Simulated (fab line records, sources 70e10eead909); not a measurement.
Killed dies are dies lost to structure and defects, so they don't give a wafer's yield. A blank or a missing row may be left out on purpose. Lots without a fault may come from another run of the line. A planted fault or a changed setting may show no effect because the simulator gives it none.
fab line records | flow nand_harc
record lots=13 wafers=39 last_day=34
route steps=1302 shown A_CHANNEL_FILL_D1@506 A_DECK1_JOINT@528 A_ONON_D2@552 END@1302
lots that met no fault: from a run of the same line without faults
start_h: hours from the record's first day to the start of the lot's first wafer shown | wait_h: hours since the lot's step before | " the same as in the row above | L1.1+2: a row that stands for several wafers | - no value, or no start given | * or withheld: withheld | < > ~ a bound
route shown NAME@n: a module of which the file shows steps, and the number in the route of the first | usual: mean/standard deviation of fault-free wafers | same: alike in all rows | chamber/n: place in a boat | sites: the reading at each site | _std_site: their standard deviation | _edge_site: outer sites' mean less inner sites' | radius_mm: how far each site lies from the wafer's centre | mask NAME#n: copy n | behind: the tool/chamber that last shaped the wafer | hold: why the lot was held/for how many hours/how that ended | device: the transistor (n, p or np) that didn't switch | end of line: the same wafers' tests at the end of the route | a step without rows: its recipe alone | killed: dies lost to structure and defects at the first sort, not the wafer's yield | map: a wafer's dies, x killed, . not, _ none there
set.NAME: the setting as run; set.NAME@STEP: as run at that earlier step | model.NAME: the simulator's own value behind a step, which no gauge read
steps of the route over a sample of lots; a table a step, a row a wafer
services: from which hour (start_h, from the record's first day; less than 0 if before it) a tool's chamber was out of use, for how many hours, and why
## steps
# step NHARC_A_CHANNEL_FILL_D1_THK_MEAS_06
# recipe thk_meas_gauge=ellipsometry
# usual thk_nm=5.0/1
# columns lot.wafer tool chamber start_h wait_h thk_nm
L167.1 film_metro-02 - 227.64 0.4 5.3
L167.2 " - " " 4.1
L167.5 " - " " 3.5
L166.1 film_metro-01 - 227.65 0.4 5.5
L166.3 " - " " 5.0
L166.6 " - " " 5.1
L172.1 film_metro-01 - 293.78 0.4 5.2
L172.4 " - " " 6.6
L172.6 " - " " 6.0
L176.2 film_metro-01 - 333.25 0.4 3.2
L176.5 " - " " 5.2
L176.6 " - " " 3.5
L178.3 film_metro-01 - 345.09 0.4 5.3
L178.5 " - " " 6.2
L178.6 " - " " 6.2
L177.3 film_metro-02 - 345.09 0.4 6.0
L177.4 " - " " 5.7
L177.5 " - " " 5.8
L180.4 film_metro-01 - 378.09 0.4 6.8
L180.5 " - " " 5.6
L180.6 " - " " 4.8
L179.1 film_metro-01 - 384.40 0.4 3.6
L179.3 " - " " 6.7
L179.6 " - " " 4.6
L182.3 film_metro-01 - 384.41 0.4 4.9
L182.5 " - " " 3.1
L182.6 " - " " 4.7
L185.1 film_metro-02 - 424.39 0.4 2.5
L185.2 " - " " 3.9
L185.6 " - " " 4.7
L186.2 film_metro-01 - 424.40 0.4 5.2
L186.3 " - " " 4.1
L186.4 " - " " 4.0
L187.1 film_metro-01 - 444.31 0.4 3.5
L187.2 " - " " 5.3
L187.5 " - " " 3.9
L188.1 film_metro-02 - 450.90 0.4 5.9
L188.4 " - " " 4.6
L188.6 " - " " 6.0
# step NHARC_A_DECK1_JOINT_THK_MEAS_14
# recipe thk_meas_gauge=ellipsometry
# usual thk_nm=51.3/1.5
# columns lot.wafer tool chamber start_h wait_h thk_nm
L166.1 film_metro-01 - 252.74 0.2 50.0
L166.3 " - " " 53.5
L166.6 " - " " 51.4
L167.1 film_metro-02 - 252.74 0.2 49.4
L167.2 " - " " 51.8
L167.5 " - " " 50.9
L172.1 film_metro-02 - 316.22 0.2 47.3
L172.4 " - " " 49.9
L172.6 " - " " 51.1
L176.2 film_metro-01 - 357.59 0.2 52.0
L176.5 " - " " 52.3
L176.6 " - " " 52.7
L177.3 film_metro-01 - 367.99 0.2 50.1
L177.4 " - " " 51.1
L177.5 " - " " 50.2
L178.3 film_metro-02 - 367.99 0.2 48.3
L178.5 " - " " 48.0
L178.6 " - " " 50.5
L180.4 film_metro-02 - 400.80 0.2 51.6
L180.5 " - " " 52.0
L180.6 " - " " 52.0
L179.1 film_metro-02 - 407.36 0.2 51.0
L179.3 " - " " 51.6
L179.6 " - " " 53.3
L182.3 film_metro-01 - 407.36 0.2 52.9
L182.5 " - " " 51.2
L182.6 " - " " 52.2
L185.1 film_metro-02 - 447.41 0.2 50.3
L185.2 " - " " 51.9
L185.6 " - " " 51.4
L186.2 film_metro-01 - 447.41 0.2 50.6
L186.3 " - " " 53.3
L186.4 " - " " 53.2
L187.1 film_metro-01 - 466.74 0.2 52.3
L187.2 " - " " 51.1
L187.5 " - " " 49.8
L188.1 film_metro-02 - 473.62 0.2 50.4
L188.4 " - " " 49.6
L188.6 " - " " 51.8
# step NHARC_A_DECK1_JOINT_DEP_16
# recipe target_thk_a=450 temp_c=400 pressure_torr=6.5 rf_w=900 teos_flow_sccm=161.4 flow_sccm=2650 target_thk_nm=45 gas=O2 material=SiO2
# usual heater_power_w=602/89 throttle_valve_pct=16.0/0.73
# columns lot.wafer tool chamber start_h wait_h heater_power_w throttle_valve_pct
L167.2 pecvd-01 1 273.56 0.1 737 15.6
L167.1 " 2 " " 427 15.7
L167.5 " 2 " " 428 15.7
L166.1 pecvd-03 2 273.65 0.2 661 14.6
L166.3 " 0 " " 742 16.1
L166.6 " 2 " " 660 14.9
L172.1 pecvd-02 2 342.32 0.1 582 14.8
L172.4 " 1 " " 647 17.1
L172.6 " 2 " " 579 15.2
L176.2 pecvd-01 1 380.23 0.1 600 16.2
L176.6 " 1 " " 615 16.1
L176.5 " 2 " " 500 15.6
L178.3 pecvd-02 1 397.55 0.1 680 17.1
L178.5 " 0 " " 513 16.6
L178.6 " 1 " " 678 17.2
L177.3 pecvd-01 1 397.61 0.2 636 16.0
L177.5 " 2 " " 552 15.4
L177.4 " 1 " " 621 15.9
L180.6 pecvd-02 1 423.75 0.2 692 16.6
L180.5 " 2 " " 646 14.3
L180.4 " 0 " " 477 15.9
L179.1 pecvd-03 0 431.96 0.1 574 15.9
L179.3 " 2 " " 655 15.7
L179.6 " 1 " " 522 16.5
L182.3 pecvd-03 1 432.13 0.1 686 16.7
L182.5 " 2 " " 672 15.6
L182.6 " 0 " " 683 16.0
L186.3 pecvd-03 2 474.93 0.1 593 15.7
L186.2 " 0 " " 649 15.9
L186.4 " 0 " " 643 16.2
L185.1 pecvd-01 2 474.96 0.1 456 15.5
L185.2 " 0 " " 591 16.2
L185.6 " 2 " " 460 15.4
L187.1 pecvd-02 1 494.40 0.1 640 16.8
L187.2 " 2 " " 641 14.3
L187.5 " 2 " " 639 14.4
L188.1 pecvd-03 1 494.46 0.1 619 16.5
L188.6 " 0 " " 693 15.7
L188.4 " 1 " " 601 16.3
# step NHARC_A_DECK1_JOINT_THK_MEAS_17
# recipe thk_meas_gauge=ellipsometry
# usual thk_nm=45.0/1.2
# columns lot.wafer tool chamber start_h wait_h thk_nm
L167.1 film_metro-02 - 273.81 0.2 44.9
L167.2 " - " " 44.6
L167.5 " - " " 46.4
L166.1 film_metro-01 - 273.93 0.2 44.7
L166.3 " - " " 44.0
L166.6 " - " " 45.7
L172.1 film_metro-01 - 342.54 0.2 45.0
L172.4 " - " " 47.1
L172.6 " - " " 45.5
L176.2 film_metro-01 - 380.48 0.2 60.6
L176.5 " - " " 47.2
L176.6 " - " " 60.1
L178.3 film_metro-02 - 397.81 0.2 46.1
L178.5 " - " " 45.0
L178.6 " - " " 45.0
L177.3 film_metro-01 - 397.83 0.2 61.3
L177.4 " - " " 63.2
L177.5 " - " " 45.6
L180.4 film_metro-02 - 423.94 0.1 45.8
L180.5 " - " " 44.2
L180.6 " - " " 46.2
L179.1 film_metro-01 - 432.24 0.2 46.8
L179.3 " - " " 44.4
L179.6 " - " " 45.3
L182.3 film_metro-01 - 432.41 0.3 44.5
L182.5 " - " " 46.6
L182.6 " - " " 44.2
L186.2 film_metro-01 - 475.20 0.2 45.2
L186.3 " - " " 45.4
L186.4 " - " " 46.5
L185.1 film_metro-02 - 475.22 0.2 46.2
L185.2 " - " " 45.1
L185.6 " - " " 46.3
L187.1 film_metro-02 - 494.68 0.2 42.9
L187.2 " - " " 42.3
L187.5 " - " " 45.7
L188.1 film_metro-01 - 494.68 0.2 44.0
L188.4 " - " " 45.5
L188.6 " - " " 46.4
# step NHARC_A_ONON_D2_THK_MEAS_11
# recipe thk_meas_gauge=ellipsometry
# usual thk_nm=998/8.6
# columns lot.wafer tool chamber start_h wait_h thk_nm
L167.1 film_metro-01 - 276.12 - 989
L167.2 " - " " 991
L167.5 " - " " 989
L166.1 film_metro-02 - 276.24 - 1000
L166.3 " - " " 1001
L166.6 " - " " 1001
L172.1 film_metro-01 - 344.84 - 993
L172.4 " - " " 993
L172.6 " - " " 993
L176.2 film_metro-01 - 382.79 - 997
L176.5 " - " " 997
L176.6 " - " " 996
L178.3 film_metro-01 - 400.12 - 989
L178.5 " - " " 986
L178.6 " - " " 987
L177.3 film_metro-02 - 400.16 - 990
L177.4 " - " " 991
L177.5 " - " " 991
L180.4 film_metro-02 - 426.26 - 993
L180.5 " - " " 990
L180.6 " - " " 992
L179.1 film_metro-01 - 434.53 - 998
L179.3 " - " " 999
L179.6 " - " " 1000
L182.3 film_metro-01 - 434.72 - 1008
L182.5 " - " " 1011
L182.6 " - " " 1009
L186.2 film_metro-01 - 477.51 - 1007
L186.3 " - " " 1008
L186.4 " - " " 1004
L185.1 film_metro-01 - 477.53 - 987
L185.2 " - " " 985
L185.6 " - " " 986
L187.1 film_metro-02 - 497.00 - 1006
L187.2 " - " " 1005
L187.5 " - " " 1005
L188.1 film_metro-02 - 497.12 - 1009
L188.4 " - " " 1009
L188.6 " - " " 1008
# step NHARC_END_SORT_01
# recipe temp_c=25
# usual killed_at_array=56/17 killed_at_other=0.9/1.2 killed_at_periphery=3.9/2.5 killed_dies=61/17 killed_open=3.2/1.8 killed_short=2.7/1.7
# same gross_dies=677
# columns lot.wafer tool chamber start_h wait_h killed_at_array killed_at_other killed_at_periphery killed_dies killed_open killed_short
L182.5 prober-01 0 713.78 3.6 29 0 4 33 3 3
L182.6 prober-01 0 714.56 3.9 40 0 6 46 4 3
L180.5 prober-01 0 742.41 3.7 57 1 2 60 4 1
L180.6 prober-01 0 743.21 4.0 86 0 5 91 7 3
L186.2 prober-01 0 760.74 2.8 52 1 4 57 1 0
L186.3 prober-01 0 761.54 3.1 41 1 11 53 4 2
L186.4 prober-01 0 762.35 3.4 57 0 5 62 2 1
# killed by level:class
L182.5 A_CHANNEL_HOLE_D1:chamber_film_flake=11 A_WL_FILL:chamber_film_flake=4 P_STI:chamber_film_flake=3 A_STAIRCASE:chamber_film_flake=3 A_SLIT:chamber_film_flake=3 A_CONTACT:chamber_film_flake=3 A_M1:geometric_particle:open=2 P_CONTACT:geometric_particle:open=1
L182.6 A_CHANNEL_HOLE_D1:chamber_film_flake=12 A_CONTACT:chamber_film_flake=8 A_SLIT:chamber_film_flake=6 P_STI:chamber_film_flake=5 A_M1:geometric_particle:open=2 A_ZERO_WELL:chamber_film_flake=2 A_WL_FILL:chamber_film_flake=2 P_M0:geometric_particle:short=1
L180.5 A_CHANNEL_HOLE_D1:chamber_film_flake=28 A_SLIT:chamber_film_flake=17 A_WL_FILL:chamber_film_flake=4 A_CHANNEL_FILL_D2:geometric_particle:open=2 A_M0:geometric_particle:open=2 P_GATE:chamber_film_flake=2 A_CONTACT:chamber_film_flake=2 A_M0:geometric_particle:short=1
L180.6 A_SLIT:chamber_film_flake=39 A_CHANNEL_HOLE_D1:chamber_film_flake=35 A_CONTACT:chamber_film_flake=3 A_DECK1_JOINT:geometric_particle:short=2 A_DECK1_JOINT:geometric_particle:open=2 P_GATE:geometric_particle:open=1 P_M0:geometric_particle:open=1 P_M0:geometric_particle:short=1
L186.2 A_SLIT:chamber_film_flake=26 A_CHANNEL_HOLE_D1:chamber_film_flake=11 A_CHANNEL_HOLE_D2:chamber_film_flake=5 A_CONTACT:chamber_film_flake=4 A_STAIRCASE:chamber_film_flake=3 P_ZERO_WELL:chamber_film_flake=2 A_CHANNEL_FILL_D2:chamber_film_flake=2 A_WL_FILL:geometric_particle:open=1
L186.3 A_SLIT:chamber_film_flake=16 A_CONTACT:chamber_film_flake=7 A_CHANNEL_HOLE_D1:chamber_film_flake=6 P_CONTACT:chamber_film_flake=4 P_M2:chamber_film_flake=4 A_CHANNEL_HOLE_D2:chamber_film_flake=4 P_ZERO_WELL:chamber_film_flake=2 A_ONON_D1:geometric_particle:short=1
L186.4 A_SLIT:chamber_film_flake=32 A_CHANNEL_HOLE_D1:chamber_film_flake=10 P_M2:chamber_film_flake=5 A_CONTACT:chamber_film_flake=4 A_CHANNEL_FILL_D1:chamber_film_flake=2 A_CHANNEL_HOLE_D2:chamber_film_flake=2 A_WL_FILL:chamber_film_flake=2 A_ONON_D2:geometric_particle:open=1
## services
# columns tool chamber start_h hours kind
pecvd-01 - 311.06 13.0 pm
pecvd-01 0 311.06 13.0 vent_cycle
pecvd-01 1 311.06 13.0 vent_cycle
pecvd-01 2 311.06 13.0 vent_cycle
pecvd-01 0 324.06 - clean
pecvd-01 1 324.06 - clean
pecvd-01 2 324.06 - clean
pecvd-03 - 327.30 1.8 repair
pecvd-03 - 366.00 13.0 pm
pecvd-03 0 366.00 13.0 vent_cycle
pecvd-03 1 366.00 13.0 vent_cycle
pecvd-03 2 366.00 13.0 vent_cycle
pecvd-03 0 379.00 - clean
pecvd-03 1 379.00 - clean
pecvd-03 2 379.00 - clean
pecvd-03 - 385.14 3.3 repair
pecvd-02 - 408.00 13.0 pm
pecvd-02 0 408.00 13.0 vent_cycle
pecvd-02 1 408.00 13.0 vent_cycle
pecvd-03 0 432.71 5.5 repair
pecvd-02 0 439.53 10.7 repair
pecvd-03 2 445.72 9.5 repair
pecvd-02 1 467.95 3.5 repair
pecvd-01 - 492.06 13.0 pm
## key
first_sign step=NHARC_A_DECK1_JOINT_THK_MEAS_17 reading=thk_nm direction=up sigmas=13 usual=45.0 struck=61.3
effect none on later readings
met_at NHARC_A_DECK1_JOINT_DEP_16
struck_lots L176,L177
struck_wafers L176.2,L176.6,L177.3,L177.4
tester_left_out L176,L177
not_acting_at NHARC_A_CHANNEL_FILL_D1_THK_MEAS_06,NHARC_A_DECK1_JOINT_THK_MEAS_14,NHARC_A_ONON_D2_THK_MEAS_11
onset_between 273.56 380.23
fault kind=process_parameter_drift tool=pecvd-01 chamber=1 onset_h=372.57 steps=NHARC_A_DECK1_JOINT_DEP_16 channel=target_thk_nm offset=17.572 shape=step end_h=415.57 acts_in=these_recipes_only stated=45
# tester_left_out: of these lots the tester's yield and bins aren't shown, on N5 and GAA mostly nor the transistor test; their killed dies are dies lost to structure and defects alone, not to doping, threshold or leakage, so they don't give the yield
